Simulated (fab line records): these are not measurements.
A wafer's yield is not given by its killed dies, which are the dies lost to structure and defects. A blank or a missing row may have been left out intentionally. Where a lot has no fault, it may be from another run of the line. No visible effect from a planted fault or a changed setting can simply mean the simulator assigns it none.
The tool behind it: which one? ; flow nand_harc ; 14 lots, 39 wafers sampled, at 4 steps of a route of 1159

== WHAT THE GAUGES READ, wafer by wafer ==
NHARC_P_STI_INSPECT_11. Usual: raw_defect_count reads 5.5 (standard deviation 2.6).
lot;measured;on;raw_defect_count;flag
L696;day 2 11:06;defect_inspect-02;6 7 5;
L697;day 2 17:05;defect_inspect-01;2 5 6;
L699;day 3 07:25;defect_inspect-02;5 7 4;
L701;day 3 18:38;defect_inspect-02;8 3 5;
L702;day 3 23:21;defect_inspect-02;5 3 2;
L703;day 4 04:56;defect_inspect-01;5 3 5;
L704;day 4 10:50;defect_inspect-02;2 11 2;
L706;day 4 22:56;defect_inspect-01;4 13 9;
L707;day 5 05:03;defect_inspect-02;6 4 4;
L709;day 5 18:24;defect_inspect-02;5 6 6;
L713;day 6 17:08;defect_inspect-02;8 5;
L714;day 7 01:28;defect_inspect-02;4 3;
L715;day 7 08:15;defect_inspect-01;3 4;
L718;day 8 00:04;defect_inspect-02;11 11 9;

NHARC_P_GATE_CD_MEAS_26 targets a cd of 120 nm. Usual: cd_nm reads 120.2 nm (standard deviation 0.63).
lot;measured;on;cd_nm (nm);flag
L696;day 4 18:34;cd_sem-02;119.4 121.0 120.4;
L697;day 5 04:07;cd_sem-02;121.3 121.5 120.5;
L699;day 5 15:03;cd_sem-03;120.0 118.9 120.5;
L701;day 5 21:55;cd_sem-02;119.6 120.2 120.6;
L702;day 6 03:50;cd_sem-03;119.6 120.1 119.9;
L703;day 6 13:37;cd_sem-03;121.2 120.0 120.5;
L704;day 6 18:02;cd_sem-02;120.8 120.6 120.8;
L706;day 7 05:42;cd_sem-03;120.2 120.7 120.0;
L707;day 8 00:18;cd_sem-02;120.1 120.1 120.2;
L709;day 8 00:06;cd_sem-03;119.8 120.2 120.7;
L713;day 9 00:08;cd_sem-01;120.5 120.4;
L714;day 9 06:52;cd_sem-01;120.4 119.4;
L715;day 9 16:08;cd_sem-03;120.3 120.2;
L718;day 10 05:07;cd_sem-01;121.0 119.4 120.7;

== WHICH TOOL RAN EACH LOT (tool, then ch and the chambers of the sampled wafers, then the start) ==
lot;NHARC_P_ZERO_WELL_DESCUM_13;NHARC_P_STI_ETCH_42
L696;rie_diel-10 ch 0,2,3, day 1 13:25;rie_diel-12 ch 1,3, day 2 11:21
L697;rie_diel-10 ch 1,2, day 1 19:20;rie_diel-05 ch 1,3, day 2 17:20
L699;rie_diel-06 ch 0,2,3, day 2 07:16;rie_diel-05 ch 0,1,2, day 3 07:38
L701;rie_diel-06 ch 0,1,3, day 2 19:25;rie_diel-12 ch 0,2,3, day 3 18:52
L702;rie_diel-11 ch 2,3, day 3 01:24;rie_diel-12 ch 0,2, day 3 23:34
L703;rie_diel-06 ch 0,2,3, day 3 07:17;rie_diel-08 ch 1,2, day 4 05:09
L704;rie_diel-06 ch 1,2, day 3 13:24;rie_diel-08 ch 1,3, day 4 11:05
L706;rie_diel-06 ch 0,1,3, day 4 01:17;rie_diel-05 ch 0,2,3, day 4 23:10
L707;rie_diel-11 ch 0,2,3, day 4 07:25;rie_diel-12 ch 0,1,2, day 5 05:17
L709;rie_diel-10 ch 0,1,3, day 4 19:24;rie_diel-08 ch 0,1,3, day 5 18:38
L713;rie_diel-11 ch 2,3, day 5 19:34;rie_diel-05 ch 0,1, day 6 17:22
L714;rie_diel-06 ch 1,2, day 6 01:16;rie_diel-05 ch 1,3, day 7 01:42
L715;rie_diel-06 ch 0,1, day 6 07:18;rie_diel-05 ch 0,2, day 7 08:29
L718;rie_diel-11 ch 0,2, day 7 01:17;rie_diel-08 ch 2,3, day 8 00:17
- NHARC_P_ZERO_WELL_DESCUM_13: chemistry O2, time 3 s.
- NHARC_P_STI_ETCH_42: etches the open film in N2/H2, target depth 80 nm, overetch 24 nm, time 61 s.

== WHAT THE TOOLS THEMSELVES READ (means of the sampled wafers that have a number; where no wafer has one, the mark that the record gives instead) ==
NHARC_P_ZERO_WELL_DESCUM_13. Usual: drypump_motor_current_A 5.6 A, standard deviation 0.47; mfc_ar_sccm 0.005 sccm, standard deviation 0.0067; oes_product_au 1.000 a.u., standard deviation 0.012; rf_vpp_V 57.6 V, standard deviation 0.89; showerhead_plenum_p_Torr 1.87 Torr, standard deviation 0.061; throttle_valve_pct 11.311 %, standard deviation 0.0095.
lot;tool;drypump_motor_current_A (A);mfc_ar_sccm (sccm);oes_product_au (a.u.);rf_vpp_V (V);showerhead_plenum_p_Torr (Torr);throttle_valve_pct (%);flag
L696;rie_diel-10;5.4;0.002;1.001;56.8;1.85;11.313;
L697;rie_diel-10;5.6;0.000;1.000;57.6;1.96;11.308;
L699;rie_diel-06;5.6;0.005;1.011;57.7;1.88;11.312;
L701;rie_diel-06;5.7;0.005;1.006;57.7;1.89;11.309;
L702;rie_diel-11;5.8;0.003;0.994;58.1;1.84;11.311;
L703;rie_diel-06;5.6;0.005;1.006;57.3;1.88;11.316;
L704;rie_diel-06;6.0;0.000;1.003;56.7;1.81;11.314;
L706;rie_diel-06;5.7;0.005;0.996;57.7;1.89;11.311;
L707;rie_diel-11;5.5;0.008;1.012;57.6;1.86;11.302;
L709;rie_diel-10;5.6;0.002;0.992;57.6;1.88;11.310;
L713;rie_diel-11;5.7;0.003;1.006;56.5;1.83;11.312;
L714;rie_diel-06;6.0;0.001;0.998;56.7;1.81;11.301;
L715;rie_diel-06;5.5;0.008;0.991;57.7;1.86;11.324;
L718;rie_diel-11;5.2;0.012;1.015;56.7;1.88;11.313;

NHARC_P_STI_ETCH_42. Usual: drypump_motor_current_A 5.7 A, standard deviation 0.55; mfc_ar_sccm 0.009 sccm, standard deviation 0.014; oes_product_au 1.000 a.u., standard deviation 0.0073; rf_vpp_V 431.7 V, standard deviation 2.5; showerhead_plenum_p_Torr 2.08 Torr, standard deviation 0.087; throttle_valve_pct 14.172 %, standard deviation 0.0093.
lot;tool;drypump_motor_current_A (A);mfc_ar_sccm (sccm);oes_product_au (a.u.);rf_vpp_V (V);showerhead_plenum_p_Torr (Torr);throttle_valve_pct (%);flag
L696;rie_diel-12;5.5;0.000;0.996;431.8;2.09;14.174;
L697;rie_diel-05;6.0;0.019;0.998;433.6;2.13;14.186;
L699;rie_diel-05;5.5;0.009;1.005;429.3;1.99;14.165;
L701;rie_diel-12;5.7;0.014;1.002;433.8;2.14;14.177;
L702;rie_diel-12;6.2;0.014;1.008;433.3;2.16;14.170;
L703;rie_diel-08;5.5;0.000;1.003;430.7;2.04;14.176;
L704;rie_diel-08;5.3;0.000;1.002;432.5;2.10;14.172;
L706;rie_diel-05;5.7;0.002;1.003;431.2;2.02;14.168;
L707;rie_diel-12;5.8;0.014;0.999;431.4;2.10;14.170;
L709;rie_diel-08;5.6;0.008;0.994;431.8;2.12;14.171;
L713;rie_diel-05;5.3;0.013;0.916;429.1;2.00;14.178;OFF
L714;rie_diel-05;6.1;0.016;0.921;433.6;2.14;14.159;OFF
L715;rie_diel-05;5.3;0.000;0.926;427.4;1.94;14.179;OFF
L718;rie_diel-08;5.4;0.000;0.999;432.6;2.10;14.167;

== THE ANSWER, worked out from the rows above alone ==
Rule: lot off if the mean of its wafers having a number is beyond 3 standard deviations from the usual mean. A lot without any number at a reading at which 4 lots or more have one is off too. The other lots that the step has rows for count as sound. After the gauges, taken in route order, come the tools' own readings; for these a lot's mean is taken, as printed above. The first step at which some lot is off is used, and at that step the reading that is off furthest; a lot without a number counts as furthest.
Off, at NHARC_P_STI_ETCH_42 on oes_product_au: L713, L714, L715.
If a tool, at that step or one of the process steps before it, ran each lot that is off and ran no sound lot following the first of them, it fits. One fits: rie_diel-05 at NHARC_P_STI_ETCH_42. A fault onset in the window from L706 (day 4 23:10, its last sound lot) to L713 (day 6 17:22, its first lot off) fits.
The tool's own readings at NHARC_P_STI_ETCH_42 bear it out: on the lots that are off they differ by more than 5 times the standard deviation of the sound lots' means. oes_product_au reads 0.921 a.u. there against 1.001 a.u. on the sound lots.

== WHAT THE SIMULATOR HAD PUT IN ==
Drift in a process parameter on rie_diel-05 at NHARC_P_STI_ETCH_42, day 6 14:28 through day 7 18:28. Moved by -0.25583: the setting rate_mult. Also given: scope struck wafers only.
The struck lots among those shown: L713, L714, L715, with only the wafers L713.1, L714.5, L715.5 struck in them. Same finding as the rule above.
